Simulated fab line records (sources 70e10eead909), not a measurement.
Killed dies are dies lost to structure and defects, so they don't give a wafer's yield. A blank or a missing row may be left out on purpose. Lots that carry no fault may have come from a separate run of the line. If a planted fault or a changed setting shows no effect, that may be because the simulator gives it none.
A struck lot beside a sound one ; flow nand-harc ; 14 steps out of a route of 1159
Sound: the wafers L471.3, L471.4, L471.5. Struck: wafer L492.1. (L492.3, L492.4 of the same lot were not struck and are left out.) The cause comes at the end.
At each step with rows: each side's tool, then ch and its chambers, then its first start. Under that, the readings that differ: sound wafers ; struck wafers ; difference of the means ; sigmas: that difference in standard deviations of wafers without a fault.
alike: same words and numbers on both sides, and readings whose means sit less than 2 such deviations apart. not compared: any withheld reading, any reading some wafer has no value for, any bound like >300 that may hide the same value, and any number with overlapping values for which the record gives no deviation.
The two part at a step that has a row with sigmas, a row that says differs or no value, or rows on one side only. Numbers that don't overlap but have no deviation are shown without sigmas and don't part them. Lack of a reading on every wafer of one side parts them only where that side has two or more wafers.

first, 7 steps without rows for these wafers: NHARC_A_BLC_COAT_03 (time 65 s); NHARC_A_BLC_COAT_04 (resist thk 90 nm); NHARC_A_BLC_SOFTBAKE_05 (time 55 s); NHARC_A_BLC_EBR_06; NHARC_A_BLC_EXPOSE_07 (exposes mask A BLC, target cd 100 nm); NHARC_A_BLC_PEB_08 (peb time 65 s); NHARC_A_BLC_DEVELOP_09 (develop time 35 s).
NHARC_A_BLC_CD_MEAS_10 targets a cd of 100 nm.
  sound on cd-sem-02 ch 0, day 17 13:56; struck on cd-sem-03 ch 0, day 22 19:16
reading;sound;struck;difference;sigmas
cd-nm (nm);100.1 99.3 99.5;101.2;+1.6;+3
NHARC_A_BLC_OVL_MEAS_11:
  sound: overlay-02 at day 17 14:01; struck: overlay-01 at day 22 19:22
reading;sound;struck;difference;sigmas
overlay-x-nm (nm);-0.4 -0.8 -0.3;1.2;+1.7;+2
  alike: overlay-y-nm
NHARC_A_BLC_INSPECT_12:
  sound: defect-inspect-01 at day 17 14:03; struck: defect-inspect-01 at day 22 19:23
  alike: raw-defect-count
NHARC_A_BLC_DESCUM_15: chemistry O2, time 3 s.
  sound on rie-diel-08 ch 0,3, day 17 14:08; struck on rie-diel-08 ch 2, day 22 19:28
reading;sound;struck;difference;sigmas
drypump-motor-current-A (A);5.7 6.2 5.7;5.1;-0.8;-2
  alike: chamber-pressure-mTorr, oes-product-au, rf-vpp-V, showerhead-plenum-p-Torr, throttle-valve-pct
  not compared: rf-hours-counter-h
NHARC_A_BLC_ETCH_16: etches the open film in CF4, target depth 39 nm, time 65 s.
  sound on rie-diel-08 ch 0,1,3, day 17 14:13; struck on rie-diel-08 ch 0, day 22 19:32
  alike: chamber-pressure-mTorr, drypump-motor-current-A, oes-product-au, rf-vpp-V, run-length-s, showerhead-plenum-p-Torr, throttle-valve-pct
  not compared: rf-hours-counter-h
NHARC_A_BLC_ETCH_17: etches the open film in N2/H2, target depth 390 nm, time 609.38 s.
  sound on rie-diel-08 ch 0,1, day 17 14:23; struck on rie-diel-08 ch 1, day 22 19:38
reading;sound;struck;difference;sigmas
n2-flow-sccm (sccm);151.1 150.9 150.6;149.3;-1.6;-4
oes-product-au (a.u.);0.997 1.002 1.003;0.980;-0.021;-2
run-length-s (s);631.6 630.9 632.0;523.0;-108.5;-99 or more
  alike: chamber-pressure-mTorr, drypump-motor-current-A, rf-vpp-V, showerhead-plenum-p-Torr, throttle-valve-pct
  not compared: rf-hours-counter-h
NHARC_A_BLC_ETCH_18: etches the open film in C4F8/O2/Ar, target depth 910 nm.
  sound on rie-diel-08 ch 0,1; struck on rie-diel-08 ch 3
  alike: chamber-pressure-mTorr, oes-product-au, rf-vpp-V
  not compared: rf-hours-counter-h

## WHERE THEY PART
First at NHARC_A_BLC_CD_MEAS_10; last, within this record, at NHARC_A_BLC_ETCH_17. Later steps at which nothing parts them and some readings are alike: NHARC_A_BLC_ETCH_18.

WHY: what had been put in by the simulator
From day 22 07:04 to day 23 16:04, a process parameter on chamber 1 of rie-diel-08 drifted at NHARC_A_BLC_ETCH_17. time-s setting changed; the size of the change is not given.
